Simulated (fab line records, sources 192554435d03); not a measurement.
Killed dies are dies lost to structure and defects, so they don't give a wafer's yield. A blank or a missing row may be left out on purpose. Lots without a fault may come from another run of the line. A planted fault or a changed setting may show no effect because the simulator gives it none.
Split-lot experiment | flow n5_finfet | 7 lots, 21 wafers read, on a route of 1938 steps

THE SPLIT
At N5_BEOL_M12_DEP_53 (deposits SiCN from 3MS/NH3, target thk 30 nm, time 10.5 s), the setting time_s was moved away from the recipe's 10.5 s on 7 of the 21 wafers read, by -11.6% to +5.6%. The other wafers ran this setting at the recipe's value.

The reading is taken at the split's own step.

THE READING
SiCN_of_BEOL_M12_DEP_53.thk_nm (the simulator's own value, which no gauge read), in nm, at N5_BEOL_M12_DEP_53 (deposits SiCN from 3MS/NH3, target thk 30 nm, time 10.5 s). The file gives no usual value for it. The 14 wafers here that ran the recipe average 30.1 nm, standard deviation 0.5 nm.

wafer  | tool, chamber at the split | time_s as run, s | against the recipe | SiCN_of_BEOL_M12_DEP_53.thk_nm, nm | against lot-mates on the recipe
L074.1 | pecvd-02, 0                | 10.5             | recipe             | 29                                 | -
L074.2 | pecvd-02, 2                | 9.609            | -8.5%              | 26.8                               | -2.2
L074.5 | pecvd-02, 0                | 9.609            | -8.5%              | 27                                 | -2.0
L075.1 | pecvd-02, 1,2              | 10.5             | recipe             | 30.4                               | -
L075.2 | pecvd-02, 1,2              | 10.5             | recipe             | 30.4                               | -
L075.3 | pecvd-02, 0                | 10.5             | recipe             | 30.2                               | -
L077.1 | pecvd-02, 1                | 10.5             | recipe             | 30                                 | -
L077.3 | pecvd-02, 0                | 9.499            | -9.5%              | 27.4                               | -2.7
L077.5 | pecvd-02, 0                | 10.5             | recipe             | 30.2                               | -
L080.1 | pecvd-04, 1                | 10.5             | recipe             | 29.6                               | -
L080.2 | pecvd-04, 0                | 10.5             | recipe             | 29.8                               | -
L080.6 | pecvd-04, 0                | 10.5             | recipe             | 30.4                               | -
L088.1 | pecvd-01, 1                | 10.5             | recipe             | 29.4                               | -
L088.2 | pecvd-01, 0                | 11.09            | +5.6%              | 31.8                               | +2.4
L088.4 | pecvd-01, 2                | 11.09            | +5.6%              | 31.4                               | +2.0
L092.1 | pecvd-01, 2                | 9.278            | -11.6%             | 26                                 | -4.2
L092.2 | pecvd-01, 1                | 9.278            | -11.6%             | 26.6                               | -3.6
L092.3 | pecvd-01, 0                | 10.5             | recipe             | 30.2                               | -
L093.1 | pecvd-02, 1                | 10.5             | recipe             | 30.2                               | -
L093.2 | pecvd-02, 0                | 10.5             | recipe             | 30                                 | -
L093.5 | pecvd-02, 2                | 10.5             | recipe             | 31.2                               | -
Where a row lists several chambers, the file gives one row for several wafers and doesn't say which wafer went through which chamber.

THE FIT
A straight line over all 21 wafers: SiCN_of_BEOL_M12_DEP_53.thk_nm changes by +0.32 nm for each +1% of time_s; r = +0.96; the points scatter about the line by 0.49 nm.
The same after taking each lot's own level away (the mean of its wafers on the recipe; 21 wafers): +0.317 nm for each +1%; r = +0.98; scatter 0.37 nm.
On that fit, the largest move of time_s shifts the reading by 3.7 nm.
The lots' own levels span 29.00 to 30.47 nm, that is 2.9 times the standard deviation above.
So the lot-to-lot level changes the slope little: the two slopes agree.
Check: with one of the wafers moved furthest among these (-11.6%) left out of the fit, the line predicts -3.41 nm for it against its lot-mates. It came out at -4.2 nm against them.

OTHER SPLITS ON THESE WAFERS
These wafers also went through other splits before the reading. Each is held against what the fit with the lots' levels taken away leaves over:
other split on the same wafers      | wafers away from the commonest value | r with SiCN_of_BEOL_M12_DEP_53.thk_nm (lot level and that fit taken away)
N5_BEOL_M11_ILD_DEP_00 time_s       | 3                                    | +0.14
N5_BEOL_M11_VIA_ETCH_34 time_s      | 6                                    | -0.13
N5_BEOL_M11_TRENCH_ETCH_37 source_w | 4                                    | -0.10
N5_BEOL_M12_SPUTTER_44 time_s       | 5                                    | -0.29

THE FILE'S OWN FIT
SiCN_of_BEOL_M12_DEP_53.thk_nm changes by +0.307 nm for each +1% of time_s, r = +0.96.
